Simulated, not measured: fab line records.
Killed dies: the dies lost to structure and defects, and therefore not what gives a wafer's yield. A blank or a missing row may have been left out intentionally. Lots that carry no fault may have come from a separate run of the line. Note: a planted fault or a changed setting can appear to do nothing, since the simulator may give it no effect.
fab line records	flow n5-finfet
record lots=7	wafers=39
route steps=1938 shown BEOL_M9@1401 BEOL_M12@1643
start-h: hours from the record's opening day to when the first of the lot's shown wafers began	wait-h: time in hours since the lot's previous step	" repeats the value in the row above	L1.1+2: a single row standing in for several wafers	- no value present, or no start provided	* or withheld: withheld	< > ~ a bound
route shown NAME@n: a module of which the file shows steps, and the number in the route of the first	usual: mean/standard deviation of fault-free wafers	same: alike in all rows	chamber/n: place in a boat	sites: per-site readings	_std_site: the standard deviation of these	_edge_site: inner sites' mean taken away from outer sites' mean	radius-mm: for every site, how far away it sits from the centre of the wafer	mask NAME#n: copy n	behind: the tool/chamber that last shaped the wafer	hold: why the lot went on hold/how many hours it stayed there/how the hold came to an end	device: whichever transistor did not switch (one of n, p or np)	end of line: the same wafers' tests at the end of the route	for a step that has no rows: nothing shown but its recipe	killed: count of dies lost to structure and defects at first sort (not the wafer's yield)	map: the dies of a wafer, with x for killed, . for not killed, _ for no die there
set.NAME: the setting that was run; set.NAME@STEP: the one run at that earlier step	model.NAME: the simulator's own value behind a step, which no gauge read
one table per step and one row per wafer, for lots whose settings were changed on purpose
## steps
# step N5_BEOL_M9_ILD_DEP_00
# recipe material=SiCOH_lowk	target-thk-a=3085.1	temp-c=300	precursor=DEMS/porogen	pressure-torr=5	rf-w=500	time-s=58
lot.wafer	tool	chamber	start-h	wait-h	set.target-thk-a	model.SiCOH_lowk_of_BEOL_M9_ILD_DEP_00.thk-nm
L076.1	pecvd-03	2	225.14	0.0	3085.1	308
L076.2	"	1	"	"	3085.1	308.2
L076.3	"	0	"	"	3883	389.2
L076.4	"	1	"	"	3883	395.4
L076.5	"	2	"	"	3883	394.2
L076.6	"	0	"	"	3085.1	310.8
L075.1	pecvd-04	1	225.40	0.0	3085.1	302.6
L075.2	"	0	"	"	3085.1	308
L075.3	"	0	"	"	3085.1	314.2
L075.4	"	1	"	"	3085.1	306.4
L075.5	"	0	"	"	3085.1	314
L075.6	"	1	"	"	3085.1	311.4
L079.1	pecvd-03	2	254.58	0.0	3085.1	313
L079.2	"	0	"	"	3085.1	311.6
L079.3	"	1	"	"	1984	202
L079.4	"	0	"	"	1984	203.6
L079.5	"	2	"	"	3085.1	318
L079.6	"	1	"	"	1984	204.8
L083.1	pecvd-03	0	271.62	0.0	3085.1	310.4
L083.2	"	1	"	"	1880	192.4
L083.3	"	2	"	"	3085.1	309.4
L083.4	"	1	"	"	1880	194.4
L083.5	"	0	"	"	1880	191.4
L083.6	"	2	"	"	3085.1	318.4
L084.1	pecvd-04	0	276.24	0.0	3085.1	305.2
L084.3	"	1	"	"	3085.1	306.4
L084.4	"	0	"	"	3085.1	309.2
L087.1	pecvd-01	0	294.07	0.0	3085.1	303.2
L087.2	"	2	"	"	3085.1	301.8
L087.3	"	1	"	"	3085.1	307.4
L087.4	"	2	"	"	3085.1	305.2
L087.5	"	1	"	"	3085.1	312.6
L087.6	"	0	"	"	3085.1	308.4
L089.1	pecvd-04	2	308.49	0.0	3085.1	309
L089.2	"	1	"	"	3085.1	308.4
L089.3	"	0	"	"	3085.1	311.2
L089.4	"	0	"	"	3085.1	313.4
L089.5	"	2	"	"	3085.1	317.2
L089.6	"	1	"	"	3085.1	314.2
# step N5_BEOL_M9_CURE_71
# recipe temp-c=385	time-s=240	ambient=He/Ar	material=SiCOH_lowk
lot.wafer	tool	chamber	start-h	wait-h	set.target-thk-a@BEOL_M9_ILD_DEP_00	model.SiCOH_lowk_of_BEOL_M9_ILD_DEP_00.thk-nm
L076.1	uv-cure-03	1	225.22	0.0	3085.1	267.6
L076.2	"	1	"	"	3085.1	267.8
L076.3	"	1	"	"	3883	339.8
L076.4	"	1	"	"	3883	345
L076.5	"	1	"	"	3883	344
L076.6	"	1	"	"	3085.1	270
L075.1	uv-cure-02	0	225.50	0.1	3085.1	262.6
L075.2	"	0	"	"	3085.1	267.6
L075.3	"	0	"	"	3085.1	273
L075.4	"	0	"	"	3085.1	266
L075.5	"	0	"	"	3085.1	272.8
L075.6	"	0	"	"	3085.1	270.6
L079.1	uv-cure-02	1	254.65	0.0	3085.1	272
L079.2	"	1	"	"	3085.1	270.8
L079.3	"	1	"	"	1984	174.4
L079.4	"	1	"	"	1984	175.8
L079.5	"	1	"	"	3085.1	276.4
L079.6	"	1	"	"	1984	176.8
L083.1	uv-cure-03	0	271.70	0.0	3085.1	269.8
L083.2	"	0	"	"	1880	166
L083.3	"	0	"	"	3085.1	268.8
L083.4	"	0	"	"	1880	167.8
L083.5	"	0	"	"	1880	165.2
L083.6	"	0	"	"	3085.1	276.8
L084.1	uv-cure-01	1	276.32	0.0	3085.1	265.2
L084.3	"	1	"	"	3085.1	266.2
L084.4	"	1	"	"	3085.1	268.6
L087.1	uv-cure-02	1	294.14	0.0	3085.1	263.4
L087.2	"	1	"	"	3085.1	262.2
L087.3	"	1	"	"	3085.1	267
L087.4	"	1	"	"	3085.1	265
L087.5	"	1	"	"	3085.1	271.6
L087.6	"	1	"	"	3085.1	268
L089.1	uv-cure-02	1	308.57	0.0	3085.1	268.4
L089.2	"	1	"	"	3085.1	267.8
L089.3	"	1	"	"	3085.1	270.4
L089.4	"	1	"	"	3085.1	272.4
L089.5	"	1	"	"	3085.1	275.8
L089.6	"	1	"	"	3085.1	273
# step N5_BEOL_M9_THK_MEAS_01
# recipe reads=SiCOH_lowk_of_BEOL_M9_ILD_DEP_00
# usual M9_ILD_THK=270/3.6
lot.wafer	tool	chamber	start-h	wait-h	set.target-thk-a@BEOL_M9_ILD_DEP_00	M9_ILD_THK[nm]
L076.1	film-metro-01	-	225.73	0.4	3085.1	268
L076.2	"	-	"	"	3085.1	268
L076.3	"	-	"	"	3883	340
L076.4	"	-	"	"	3883	345
L076.5	"	-	"	"	3883	344
L076.6	"	-	"	"	3085.1	270
L075.1	film-metro-02	-	226.02	0.4	3085.1	263
L075.2	"	-	"	"	3085.1	268
L075.3	"	-	"	"	3085.1	273
L075.4	"	-	"	"	3085.1	266
L075.5	"	-	"	"	3085.1	273
L075.6	"	-	"	"	3085.1	270
L079.1	film-metro-01	-	255.17	0.4	3085.1	272
L079.2	"	-	"	"	3085.1	271
L079.3	"	-	"	"	1984	174
L079.4	"	-	"	"	1984	176
L079.5	"	-	"	"	3085.1	276
L079.6	"	-	"	"	1984	177
L083.1	film-metro-01	-	272.21	0.4	3085.1	270
L083.2	"	-	"	"	1880	166
L083.3	"	-	"	"	3085.1	269
L083.4	"	-	"	"	1880	168
L083.5	"	-	"	"	1880	165
L083.6	"	-	"	"	3085.1	277
L084.1	film-metro-01	-	276.83	0.4	3085.1	265
L084.3	"	-	"	"	3085.1	266
L084.4	"	-	"	"	3085.1	269
L087.1	film-metro-02	-	294.66	0.4	3085.1	264
L087.2	"	-	"	"	3085.1	262
L087.3	"	-	"	"	3085.1	267
L087.4	"	-	"	"	3085.1	265
L087.5	"	-	"	"	3085.1	272
L087.6	"	-	"	"	3085.1	268
L089.1	film-metro-01	-	309.08	0.4	3085.1	268
L089.2	"	-	"	"	3085.1	268
L089.3	"	-	"	"	3085.1	270
L089.4	"	-	"	"	3085.1	272
L089.5	"	-	"	"	3085.1	276
L089.6	"	-	"	"	3085.1	273
# step N5_BEOL_M12_ETCH_38
# recipe chemistry=CF4/N2	target=SiCN	target-depth-a=687	taper-deg=2	time-s=73.4	ion-energy-ev=150	mask-material=SiO2	pressure-mtorr=40	source-w=430	bias-w=70	Ar_flow_sccm=100	cf4-flow-sccm=60	n2-flow-sccm=60
lot.wafer	tool	chamber	start-h	wait-h	set.time-s	model.etch.depth-nm
L076.1	rie-diel-01	3	257.47	-	73.4	58.7
L076.2	"	2	"	"	73.4	58.56
L076.3	"	0	"	"	32.14	26.58
L076.4	"	1	"	"	32.14	26.71
L076.5	"	2	"	"	73.4	58.19
L076.6	"	1	"	"	32.14	26.34
L075.1	rie-diel-01	2	262.68	-	111.6	89.41
L075.2	"	0	"	"	111.6	93.59
L075.3	"	1	"	"	73.4	61.31
L075.4	"	3	"	"	73.4	59.08
L075.5	"	3	"	"	73.4	59.88
L075.6	"	2	"	"	111.6	89.35
L079.1	rie-diel-02	1	281.76	-	73.4	56.78
L079.2	"	2	"	"	73.4	55.23
L079.3	"	0	"	"	73.4	58.92
L079.4	"	2	"	"	57.98	43.68
L079.5	"	0	"	"	57.98	46.53
L079.6	"	1	"	"	57.98	44.63
L083.1	rie-diel-02	0	300.54	-	73.4	58.8
L083.2	"	1	"	"	56.41	43.05
L083.3	"	3	"	"	56.41	46.21
L083.4	"	2	"	"	56.41	42.58
L083.5	"	2	"	"	73.4	55.55
L083.6	"	3	"	"	73.4	59.89
L084.1	rie-diel-02	2	304.59	-	73.4	55.58
L084.3	"	1	"	"	73.4	56.36
L084.4	"	0	"	"	73.4	58.41
L087.1	rie-diel-02	1	319.87	-	73.4	56.98
L087.2	"	3	"	"	73.4	60.77
L087.3	"	2	"	"	30.59	23.7
L087.4	"	0	"	"	30.59	24.72
L087.5	"	2	"	"	30.59	23.44
L087.6	"	1	"	"	73.4	57.07
L089.1	rie-diel-01	1	337.65	-	73.4	59.27
L089.2	"	2	"	"	73.4	57.89
L089.3	"	3	"	"	73.4	58.52
L089.4	"	0	"	"	73.4	60.84
L089.5	"	3	"	"	73.4	58.48
L089.6	"	2	"	"	73.4	58.38
## key
split step=N5_BEOL_M9_ILD_DEP_00	setting=target-thk-a	stated=3085.1	by=wafer
response step=N5_BEOL_M9_ILD_DEP_00	reading=model.SiCOH_lowk_of_BEOL_M9_ILD_DEP_00.thk-nm	change=+3.12	per=1%	r=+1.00
response step=N5_BEOL_M9_CURE_71	reading=model.SiCOH_lowk_of_BEOL_M9_ILD_DEP_00.thk-nm	change=+2.75	per=1%	r=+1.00
response step=N5_BEOL_M9_THK_MEAS_01	reading=M9_ILD_THK	change=+2.75	per=1%	r=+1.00
split step=N5_BEOL_M12_ETCH_38	setting=time-s	stated=73.4	by=wafer
response step=N5_BEOL_M12_ETCH_38	reading=model.etch.depth-nm	change=+0.583	per=1%	r=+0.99
